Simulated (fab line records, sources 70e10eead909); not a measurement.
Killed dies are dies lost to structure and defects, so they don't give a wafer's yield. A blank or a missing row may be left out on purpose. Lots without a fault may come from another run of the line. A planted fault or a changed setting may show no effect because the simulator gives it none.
Problem report in the 8D (eight disciplines) form, filled by code | flow nand_harc | the parts of the form that need people (team, actions taken, sign-off) are left out

1. THE PROBLEM
killed_at_periphery at NHARC_END_SORT_01 reads a mean of 30.5 on 2 wafers of 2 lots; wafers without a fault read 2.9 with a standard deviation of 2. That is +14 standard deviations from the usual mean.
First seen on wafer L963.5, day 25 04:35, on prober-01. The record holds 2 wafers of 2 lots with a number at this step. Rule for "out", or "out of limits": more than 4 standard deviations from the usual mean. The other wafers with a number count as sound.

2. WHAT IT IS AND WHAT IT IS NOT
question                    | is                     | is not
which readings at this step | killed_at_periphery    | killed_at_array, killed_at_other, killed_open, killed_short
which lots                  | L962, L963             | -
which wafers of those lots  | all that have a number | -
read on which gauges        | prober-01, prober-02   | -
when                        | from day 25 04:35      | up to then (0 sound wafers)

3. SUSPECTS, AND WHAT RULES EACH OUT
Counting: a tool at a process step up to the reading stays a suspect if it ran every lot that is out and no sound lot after the first of them.
- the gauge at NHARC_END_SORT_01: ruled out. The wafers that are out were read on 2 gauges (prober-01, prober-02).
- rie_diel-12 at NHARC_P_CONTACT_DESCUM_17 (chemistry O2, time 3 s): kept. It ran every lot that is out, first L963 (day 10 05:11), and no sound lot after that.
- rie_diel-12 at NHARC_P_CONTACT_ETCH_18 (etches the open film in C4F8/O2/Ar, target depth 481 nm, time 240.5 s): kept. It ran every lot that is out, first L963 (day 10 05:43), and no sound lot after that.
- pvd_sputter-03 at NHARC_P_CONTACT_DEGAS_38 (time 60 s): kept. It ran every lot that is out, first L963 (day 10 07:02), and no sound lot after that.
Left after counting: rie_diel-12 at NHARC_P_CONTACT_DESCUM_17, rie_diel-12 at NHARC_P_CONTACT_ETCH_18, pvd_sputter-03 at NHARC_P_CONTACT_DEGAS_38.

4. THE CAUSE (what the simulator had put in)
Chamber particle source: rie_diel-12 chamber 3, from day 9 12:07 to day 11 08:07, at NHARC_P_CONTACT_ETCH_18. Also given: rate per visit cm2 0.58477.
Counting left 3 suspects, and this tool is among them.

5. THE CHAIN OF EFFECTS, in route order
Each row: a reading whose mean over the struck wafers that have a number lies more than 3 standard deviations from the usual. Only readings for which the record gives a usual standard deviation are gone through. hours: the time from each lot's start at the first step in this table that gives one to its start at this step, as a median over the lots. sigmas: the change in usual standard deviations.
hours | step              | reading             | usual | on struck wafers | change | sigmas
0     | NHARC_END_SORT_01 | killed_at_periphery | 2.9   | 30.5             | +27.6  | +14

6. WHAT WOULD HAVE CAUGHT IT SOONER
In this record the first reading out of limits at a measuring or inspecting step was taken at day 25 04:35, 376 hours after the fault began at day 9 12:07.
Of the tool readings at NHARC_P_CONTACT_ETCH_18 for which the record gives a usual standard deviation, none was out on any struck wafer, so an alarm limit of 4 standard deviations on them would not have fired.
All the lots that are out (2) had begun NHARC_P_CONTACT_ETCH_18 on rie_diel-12 by day 25 04:35. A hold on the tool at that time would have spared none of them.
